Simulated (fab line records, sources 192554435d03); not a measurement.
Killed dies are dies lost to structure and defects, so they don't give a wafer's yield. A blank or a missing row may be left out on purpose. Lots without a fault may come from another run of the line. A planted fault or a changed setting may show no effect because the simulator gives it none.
fab line records | flow n5_finfet | part 1 of 2: steps 1 to 4 of 6
record lots=24 wafers=72 last_day=19
route steps=1938 shown HKMG_FIN@407 GATE_CUT@490
lots that met no fault: from a run of the same line without faults
start_h: hours from the record's first day to the start of the lot's first wafer shown | wait_h: hours since the lot's step before | " the same as in the row above | L1.1+2: a row that stands for several wafers | - no value, or no start given | * or withheld: withheld | < > ~ a bound
route shown NAME@n: a module of which the file shows steps, and the number in the route of the first | usual: mean/standard deviation of fault-free wafers | same: alike in all rows | chamber/n: place in a boat | sites: the reading at each site | _std_site: their standard deviation | _edge_site: outer sites' mean less inner sites' | radius_mm: how far each site lies from the wafer's centre | mask NAME#n: copy n | behind: the tool/chamber that last shaped the wafer | hold: why the lot was held/for how many hours/how that ended | device: the transistor (n, p or np) that didn't switch | end of line: the same wafers' tests at the end of the route | a step without rows: its recipe alone | killed: dies lost to structure and defects at the first sort, not the wafer's yield | map: a wafer's dies, x killed, . not, _ none there
set.NAME: the setting as run; set.NAME@STEP: as run at that earlier step | model.NAME: the simulator's own value behind a step, which no gauge read
steps of the route over a sample of lots; a table a step, a row a wafer
services: from which hour (start_h, from the record's first day; less than 0 if before it) a tool's chamber was out of use, for how many hours, and why
## steps
# step N5_HKMG_FIN_STRIP_93
# recipe chemistry=N2/H2 material=SOC time_s=20 power_w=500 temp_c=40 pressure_mtorr=50 rf_frequency_hz=6e+07 bias_power_w=8 h2_frac=0.5 n2_flow_sccm=300 h2_flow_sccm=300
# usual drypump_motor_current_A=5.8/0.4 oes_product_au=0.82/0.11 rf_vpp_V=54.2/0.87 showerhead_plenum_p_Torr=3.37/0.14 throttle_valve_pct=19.0/0.38
# columns lot.wafer tool chamber start_h wait_h drypump_motor_current_A oes_product_au rf_hours_counter_h rf_vpp_V showerhead_plenum_p_Torr throttle_valve_pct
L074.1 rie_diel-01 2 72.04 0.2 5.1 0.69 237 52.5 3.29 18.5
L074.3 " 0 " " 5.7 0.67 238 54.8 3.32 19.3
L074.5 " 0 " " 5.7 0.67 - 52.5 3.32 19.2
L075.1 rie_diel-03 3 80.25 0.2 6.5 0.74 150 54.9 3.33 18.3
L075.3 " 0 " " 5.6 0.70 232 55.3 3.18 19.2
L075.6 " 1 " " 5.5 0.95 - 54.9 3.60 19.2
L076.2 rie_diel-03 2 85.96 0.2 5.7 0.69 197 53.6 3.22 19.2
L076.3 " 0 " " 5.7 0.70 234 53.2 3.18 19.2
L076.5 " 3 " " 6.4 0.73 - 54.4 3.33 18.3
L077.2 rie_diel-01 0 90.35 0.2 5.7 0.67 245 53.5 3.31 19.3
L077.4 " 0 " " 5.6 0.67 - 54.1 3.31 19.3
L077.6 " 2 " " 5.1 0.68 - 52.9 3.29 18.5
L078.1 rie_diel-03 3 98.05 0.2 6.4 0.73 156 53.5 3.33 18.3
L078.4 " 0 " " 5.7 0.69 238 54.2 3.18 19.2
L078.6 " 0 " " 5.7 0.69 - 53.7 3.18 19.2
L079.1 rie_diel-05 1 105.11 0.2 5.5 0.67 243 54.2 3.32 19.5
L079.2 " 0 " " 5.6 0.82 91 53.0 3.15 19.4
L079.4 " 3 " " 5.5 0.72 213 54.9 3.47 18.9
L080.1 rie_diel-01 3 110.29 0.2 6.4 0.97 4 54.1 3.57 18.8
L080.3 " 1 " " 5.9 0.94 30 55.9 3.31 19.4
L080.4 " 1 " " 5.8 0.94 - 53.5 3.31 19.4
L081.2 rie_diel-05 3 113.40 0.2 5.5 0.71 215 54.3 3.47 19.0
L081.4 " 0 " " 5.6 0.82 93 53.4 3.14 19.4
L081.6 " 2 " " 5.7 0.89 - 53.5 3.54 18.7
L082.1 rie_diel-01 0 122.83 0.2 5.7 0.96 1 53.7 3.31 18.8
L082.4 " 0 " " 5.7 0.95 - 54.7 3.31 18.9
L082.6 " 3 " " 6.5 0.94 - 53.8 3.56 18.8
L083.1 rie_diel-01 0 129.21 0.2 5.7 0.93 4 54.8 3.31 18.9
L083.2 " 1 " " 5.8 0.92 39 54.5 3.31 19.4
L083.5 " 3 " " 6.5 0.94 - 54.1 3.56 18.8
L084.2 rie_diel-01 3 134.95 0.2 6.5 0.93 15 53.8 3.56 18.8
L084.4 " 1 " " 5.9 0.93 - 55.4 3.31 19.5
L084.5 " 0 " " 5.6 0.94 - 54.4 3.31 18.9
L085.2 rie_diel-03 3 141.29 0.2 6.5 0.72 171 53.6 3.32 18.3
L085.4 " 1 " " 5.5 0.91 - 55.5 3.59 19.2
L085.6 " 3 " " 6.5 0.73 - 53.6 3.32 18.4
L086.2 rie_diel-03 2 147.68 0.2 5.7 0.68 220 54.9 3.21 19.3
L086.4 " 2 " " 5.7 0.68 - 53.9 3.21 19.2
L086.5 " 1 " " 5.5 0.90 - 55.5 3.59 19.2
L087.3 rie_diel-01 3 150.55 0.2 6.4 0.92 21 54.5 3.56 18.8
L087.4 " 1 " " 5.9 0.92 47 53.0 3.30 19.4
L087.5 " 0 " " 5.6 0.91 - 55.5 3.30 18.9
L088.1 rie_diel-03 2 153.48 0.2 5.7 0.68 222 53.3 3.21 19.3
L088.2 " 3 " " 6.4 0.72 176 53.0 3.32 18.4
L088.5 " 2 " " 5.7 0.67 - 53.8 3.21 19.2
L089.1 rie_diel-03 2 161.04 0.2 5.7 0.68 225 55.0 3.21 19.3
L089.2 " 3 " " 6.4 0.72 180 53.2 3.32 18.4
L089.4 " 2 " " 5.6 0.68 - 54.2 3.21 19.2
L090.1 rie_diel-03 1 166.95 0.4 5.5 0.90 47 54.4 3.58 19.2
L090.4 " 3 " " 6.4 0.72 - 55.5 3.32 18.4
L090.6 " 1 " " 5.5 0.89 - 54.9 3.58 19.2
L091.1 rie_diel-01 3 173.04 0.2 6.4 0.89 30 54.4 3.55 18.8
L091.2 " 2 " " 5.1 0.92 13 53.8 3.27 18.2
L091.4 " 1 " " 5.9 0.89 56 54.2 3.30 19.5
L092.2 rie_diel-05 0 180.19 0.2 5.6 0.79 117 53.4 3.13 19.5
L092.3 " 3 " " 5.5 0.70 239 54.7 3.46 19.0
L092.5 " 0 " " 5.5 0.79 - 54.5 3.13 19.5
L093.2 rie_diel-01 1 186.00 0.2 5.9 0.89 60 54.6 3.30 19.5
L093.4 " 0 " " 5.6 0.88 25 54.2 3.30 18.9
L093.6 " 0 " " 5.7 0.88 - 52.2 3.30 18.9
L094.3 rie_diel-03 0 193.21 0.2 5.6 0.95 4 53.9 3.58 18.9
L094.4 " 1 " " 5.5 0.87 57 55.4 3.57 19.2
L094.5 " 2 " " 5.7 0.67 - 53.8 3.20 19.3
L095.1 rie_diel-05 2 196.97 0.2 5.6 0.84 60 54.3 3.52 18.8
L095.3 " 3 " " 5.5 0.69 246 54.1 3.45 19.0
L095.4 " 2 " " 5.6 0.83 - 55.4 3.52 18.8
L096.1 rie_diel-03 0 209.42 0.2 5.7 0.94 10 54.4 3.57 18.9
L096.3 " 3 " " 6.4 0.70 200 54.5 3.31 18.4
L096.4 " 3 " " 6.4 0.69 - 54.2 3.31 18.4
L097.1 rie_diel-05 2 210.85 0.2 5.7 0.83 66 54.7 3.51 18.8
L097.3 " 1 " " 5.6 0.89 23 53.3 3.30 19.1
L097.6 " 0 " " 5.5 0.78 - 54.5 3.13 19.5
# step N5_HKMG_FIN_THK_MEAS_70
# recipe thk_meas_gauge=xrf reads=HfO2_of_HKMG_FIN_HK_ALD_01
# usual HK_THK=1.589/0.019
# columns lot.wafer tool chamber start_h wait_h HK_THK[nm]
L074.1 film_metro-01 - 73.73 0.2 1.594
L074.3 " - " " 1.602
L074.5 " - " " 1.610
L075.1 film_metro-01 - 81.98 0.2 1.579
L075.3 " - " " 1.591
L075.6 " - " " 1.595
L076.2 film_metro-01 - 87.92 0.2 1.581
L076.3 " - " " 1.585
L076.5 " - " " 1.574
L077.2 film_metro-02 - 92.11 0.2 1.599
L077.4 " - " " 1.610
L077.6 " - " " 1.624
L078.1 film_metro-01 - 99.73 0.2 1.593
L078.4 " - " " 1.569
L078.6 " - " " 1.576
L079.1 film_metro-01 - 106.84 0.2 1.602
L079.2 " - " " 1.600
L079.4 " - " " 1.624
L080.1 film_metro-01 - 111.97 0.2 1.593
L080.3 " - " " 1.581
L080.4 " - " " 1.601
L081.2 film_metro-02 - 115.13 0.2 1.585
L081.4 " - " " 1.605
L081.6 " - " " 1.589
L082.1 film_metro-02 - 124.52 0.2 1.566
L082.4 " - " " 1.558
L082.6 " - " " 1.616
L083.1 film_metro-02 - 130.96 0.2 1.627
L083.2 " - " " 1.619
L083.5 " - " " 1.604
L084.2 film_metro-01 - 136.78 0.2 1.581
L084.4 " - " " 1.571
L084.5 " - " " 1.592
L085.2 film_metro-01 - 143.12 0.2 1.581
L085.4 " - " " 1.592
L085.6 " - " " 1.577
L086.2 film_metro-02 - 149.58 0.2 1.608
L086.4 " - " " 1.602
L086.5 " - " " 1.556
L087.3 film_metro-02 - 152.34 0.2 1.554
L087.4 " - " " 1.619
L087.5 " - " " 1.611
L088.1 film_metro-02 - 155.45 0.2 1.579
L088.2 " - " " 1.609
L088.5 " - " " 1.584
L089.1 film_metro-02 - 162.81 0.2 1.565
L089.2 " - " " 1.582
L089.4 " - " " 1.548
L090.1 film_metro-02 - 168.89 0.2 1.608
L090.4 " - " " 1.626
L090.6 " - " " 1.607
L091.1 film_metro-01 - 175.12 0.3 1.592
L091.2 " - " " 1.586
L091.4 " - " " 1.586
L092.2 film_metro-01 - 181.88 0.2 1.600
L092.3 " - " " 1.579
L092.5 " - " " 1.598
L093.2 film_metro-01 - 187.73 0.2 1.559
L093.4 " - " " 1.575
L093.6 " - " " 1.562
L094.3 film_metro-01 - 194.94 0.2 1.590
L094.4 " - " " 1.550
L094.5 " - " " 1.577
L095.1 film_metro-02 - 198.71 0.2 1.614
L095.3 " - " " 1.573
L095.4 " - " " 1.590
L096.1 film_metro-02 - 211.11 0.2 1.581
L096.3 " - " " 1.576
L096.4 " - " " 1.604
L097.1 film_metro-02 - 212.58 0.2 1.609
L097.3 " - " " 1.588
L097.6 " - " " 1.597
# step N5_HKMG_FIN_ALD_91
# recipe material=TiN target_thk_a=10 temp_c=400 ald_precursor_family=TiCl4 ald_co_reactant=NH3 pulse_time_s=1 purge_time_s=3 co_reactant_purge_time_s=2 co_reactant_pulse_time_s=2 ald_cycles=47 pressure_torr=3
# usual heater_power_w=905/76 precursor_pulse_height_rel=1.001/0.019
# same ald_cycles=47 co_reactant_purge_time_s=2
# columns lot.wafer tool chamber start_h wait_h heater_power_w precursor_pulse_height_rel
L074.1 ald_metal-03 0 75.66 0.3 758 1.021
L074.3 " 3 " " 866 0.986
L074.5 " 2 " " 954 0.991
L075.1 ald_metal-04 3 83.92 0.3 770 0.992
L075.3 " 1 " " 951 0.991
L075.6 " 1 " " 976 1.029
L076.2 ald_metal-04 1 89.86 0.3 947 0.994
L076.3 " 3 " " 766 0.992
L076.5 " 3 " " 787 1.005
L077.2 ald_metal-04 3 93.97 0.3 770 1.023
L077.4 " 2 " " 889 0.984
L077.6 " 1 " " 980 1.041
L078.1 ald_metal-04 0 101.68 0.3 893 0.992
L078.4 " 2 " " 895 0.985
L078.6 " 1 " " 962 1.005
L079.1 ald_metal-03 2 108.66 0.3 946 1.023
L079.2 " 3 " " 850 0.965
L079.4 " 0 " " 760 0.966
L080.1 ald_metal-04 2 113.79 0.3 895 1.003
L080.3 " 3 " " 778 0.991
L080.4 " 0 " " 882 1.016
L081.2 ald_metal-01 2 117.07 0.3 984 0.974
L081.4 " 3 " " 839 1.014
L081.6 " 2 " " 1009 0.993
L082.1 ald_metal-04 0 126.46 0.3 874 0.995
L082.4 " 2 " " 904 1.000
L082.6 " 3 " " 766 0.998
L083.1 ald_metal-01 3 132.81 0.3 830 1.005
L083.2 " 1 " " 940 0.972
L083.5 " 0 " " 1022 0.959
L084.2 ald_metal-04 2 138.78 0.3 885 1.003
L084.4 " 0 " " 874 0.992
L084.5 " 3 " " 810 1.024
L085.2 ald_metal-03 0 145.09 0.3 751 0.984
L085.4 " 1 " " 958 0.999
L085.6 " 1 " " 928 1.035
L086.2 ald_metal-04 2 151.73 0.3 876 1.018
L086.4 " 0 " " 899 0.988
L086.5 " 3 " " 781 0.992
L087.3 ald_metal-01 0 154.73 0.1 995 1.005
L087.4 " 2 " " 986 1.019
L087.5 " 1 " " 954 0.985
L088.1 ald_metal-03 0 157.26 0.3 775 0.994
L088.2 " 1 " " 946 1.001
L088.5 " 0 " " 759 1.005
L089.1 ald_metal-01 2 164.63 0.3 977 1.006
L089.2 " 0 " " 1002 1.018
L089.4 " 0 " " 1032 1.018
L090.1 ald_metal-01 2 171.20 0.3 999 0.975
L090.4 " 1 " " 929 1.006
L090.6 " 1 " " 954 1.012
L091.1 ald_metal-03 2 177.06 0.3 940 0.996
L091.2 " 1 " " 938 0.981
L091.4 " 0 " " 771 0.989
L092.2 ald_metal-04 0 183.83 0.3 886 0.981
L092.3 " 1 " " 1002 0.980
L092.5 " 3 " " 803 1.026
L093.2 ald_metal-04 2 189.54 0.3 905 1.024
L093.4 " 1 " " 962 1.006
L093.6 " 0 " " 908 1.029
L094.3 ald_metal-01 1 196.90 0.1 948 0.988
L094.4 " 3 " " 822 0.994
L094.5 " 0 " " 1015 1.009
L095.1 ald_metal-01 2 200.52 0.3 986 1.036
L095.3 " 1 " " 962 0.951
L095.4 " 3 " " 839 0.997
L096.1 ald_metal-04 3 213.05 0.3 778 1.008
L096.3 " 0 " " 883 1.031
L096.4 " 2 " " 893 0.997
L097.1 ald_metal-04 3 214.78 0.3 774 0.996
L097.3 " 2 " " 909 1.037
L097.6 " 1 " " 961 1.019
# step N5_HKMG_FIN_STRIP_89
# recipe chemistry=N2/H2 material=SOC time_s=20 power_w=500 temp_c=40 pressure_mtorr=50 rf_frequency_hz=6e+07 bias_power_w=8 h2_frac=0.5 n2_flow_sccm=300 h2_flow_sccm=300
# usual drypump_motor_current_A=5.7/0.41 oes_product_au=0.82/0.11 rf_vpp_V=54.2/0.85 showerhead_plenum_p_Torr=3.35/0.14 throttle_valve_pct=19.0/0.4
# columns lot.wafer tool chamber start_h wait_h drypump_motor_current_A oes_product_au rf_hours_counter_h rf_vpp_V showerhead_plenum_p_Torr throttle_valve_pct
L074.1 rie_diel-01 1 76.06 0.0 5.9 0.98 17 54.1 3.32 19.4
L074.3 " 0 " " 5.7 0.67 240 53.6 3.31 19.2
L074.5 " 2 " " 5.1 0.69 - 55.2 3.29 18.5
L075.1 rie_diel-03 0 84.36 0.0 5.7 0.69 233 53.9 3.18 19.2
L075.3 " 3 " " 6.5 0.74 152 55.3 3.33 18.3
L075.6 " 2 " " 5.7 0.69 - 54.5 3.22 19.2
L076.2 rie_diel-05 2 90.26 0.0 5.7 0.91 21 55.1 3.54 18.7
L076.3 " 0 " " 5.5 0.82 86 53.5 3.15 19.4
L076.5 " 2 " " 5.7 0.89 - 55.0 3.54 18.7
L077.2 rie_diel-01 2 94.37 0.0 5.1 0.68 246 53.3 3.29 18.5
L077.4 " 2 " " 5.1 0.68 - 54.6 3.29 18.5
L077.6 " 1 " " 5.8 0.95 - 53.5 3.32 19.4
L078.1 rie_diel-01 3 102.14 0.0 6.5 0.99 1 55.1 3.57 18.8
L078.4 " 0 " " 5.6 0.66 250 54.5 3.31 19.3
L078.6 " 1 " " 5.8 0.95 - 54.6 3.32 19.4
L079.1 rie_diel-01 2 109.08 0.0 5.1 0.68 251 53.1 3.28 18.5
L079.2 " 1 " " 5.9 0.95 30 54.1 3.31 19.4
L079.4 " 3 " " 6.5 0.98 - 55.6 3.57 18.8
L080.1 rie_diel-03 2 114.19 0.0 5.7 0.69 206 53.6 3.22 19.2
L080.3 " 1 " " 5.4 0.92 24 54.3 3.59 19.2
L080.4 " 3 " " 6.4 0.73 161 53.6 3.33 18.4
L081.2 rie_diel-01 1 117.47 0.0 5.8 0.95 34 54.7 3.31 19.4
L081.4 " 3 " " 6.5 0.95 - 54.8 3.56 18.8
L081.6 " 2 " " 5.1 0.67 - 53.8 3.28 18.6
L082.1 rie_diel-01 3 126.86 0.0 6.5 0.94 12 55.8 3.56 18.8
L082.4 " 0 " " 5.6 0.95 - 54.3 3.31 18.9
L082.6 " 3 " " 6.5 0.94 - 53.1 3.56 18.8
L083.1 rie_diel-03 1 133.21 0.0 5.5 0.92 30 53.8 3.59 19.2
L083.2 " 3 " " 6.5 0.74 168 53.4 3.32 18.3
L083.5 " 0 " " 5.7 0.69 - 53.7 3.18 19.2
L084.2 rie_diel-03 1 139.21 0.0 5.4 0.91 33 53.2 3.59 19.2
L084.4 " 3 " " 6.4 0.73 - 55.1 3.32 18.3
L084.5 " 2 " " 5.6 0.69 - 53.2 3.21 19.2
L085.2 rie_diel-01 2 145.49 0.0 5.1 0.97 2 54.6 3.28 18.1
L085.4 " 1 " " 5.8 0.92 45 53.0 3.31 19.5
L085.6 " 3 " " 6.5 0.92 - 55.2 3.56 18.8
L086.2 rie_diel-05 3 152.13 0.0 5.5 0.71 230 54.3 3.46 19.0
L086.4 " 3 " " 5.5 0.71 - 53.6 3.46 19.0
L086.5 " 2 " " 5.7 0.87 - 53.0 3.53 18.8
L087.3 rie_diel-03 3 155.40 0.0 6.5 0.72 177 54.8 3.32 18.3
L087.4 " 3 " " 6.5 0.72 - 54.5 3.32 18.4
L087.5 " 2 " " 5.7 0.69 - 54.3 3.21 19.2
L088.1 rie_diel-01 0 157.66 0.0 5.6 0.90 15 54.6 3.30 18.9
L088.2 " 3 " " 6.4 0.92 24 55.6 3.56 18.8
L088.5 " 1 " " 5.8 0.90 - 53.0 3.30 19.5
L089.1 rie_diel-01 0 165.08 0.0 5.6 0.90 18 53.6 3.30 18.9
L089.2 " 1 " " 5.8 0.90 54 55.3 3.30 19.4
L089.4 " 3 " " 6.5 0.90 27 55.1 3.55 18.8
L090.1 rie_diel-03 1 171.74 0.0 5.5 0.89 49 54.5 3.58 19.2
L090.4 " 3 " " 6.5 0.71 - 53.5 3.31 18.4
L090.6 " 2 " " 5.7 0.68 - 53.4 3.21 19.2
L091.1 rie_diel-05 1 177.46 0.0 5.6 0.93 8 53.7 3.31 19.1
L091.2 " 3 " " 5.5 0.70 238 55.6 3.46 19.0
L091.4 " 2 " " 5.7 0.85 52 53.6 3.52 18.8
L092.2 rie_diel-05 2 184.22 0.0 5.6 0.84 55 53.6 3.52 18.8
L092.3 " 3 " " 5.5 0.69 240 54.4 3.46 19.0
L092.5 " 0 " " 5.6 0.78 - 55.1 3.13 19.5
L093.2 rie_diel-05 2 189.94 0.0 5.7 0.84 57 54.6 3.52 18.8
L093.4 " 1 " " 5.6 0.92 13 54.0 3.30 19.1
L093.6 " 3 " " 5.5 0.69 - 55.4 3.46 19.0
L094.3 rie_diel-03 3 197.46 0.0 6.4 0.71 196 55.0 3.31 18.4
L094.4 " 2 " " 5.7 0.67 238 54.4 3.20 19.3
L094.5 " 0 " " 5.7 0.96 - 55.0 3.58 18.9
L095.1 rie_diel-03 0 200.92 0.0 5.6 0.94 7 54.9 3.58 18.9
L095.3 " 1 " " 5.5 0.87 60 55.8 3.57 19.2
L095.4 " 3 " " 6.5 0.70 197 53.5 3.31 18.4
L096.1 rie_diel-05 2 213.65 0.0 5.6 0.82 67 53.9 3.51 18.8
L096.3 " 1 " " 5.6 0.88 24 54.4 3.30 19.1
L096.4 " 1 " " 5.6 0.89 - 53.7 3.30 19.1
L097.1 rie_diel-01 2 215.18 0.0 5.1 0.90 20 53.9 3.27 18.1
L097.3 " 1 " " 5.9 0.88 72 55.1 3.29 19.5
L097.6 " 2 " " 5.1 0.90 - 52.3 3.27 18.2
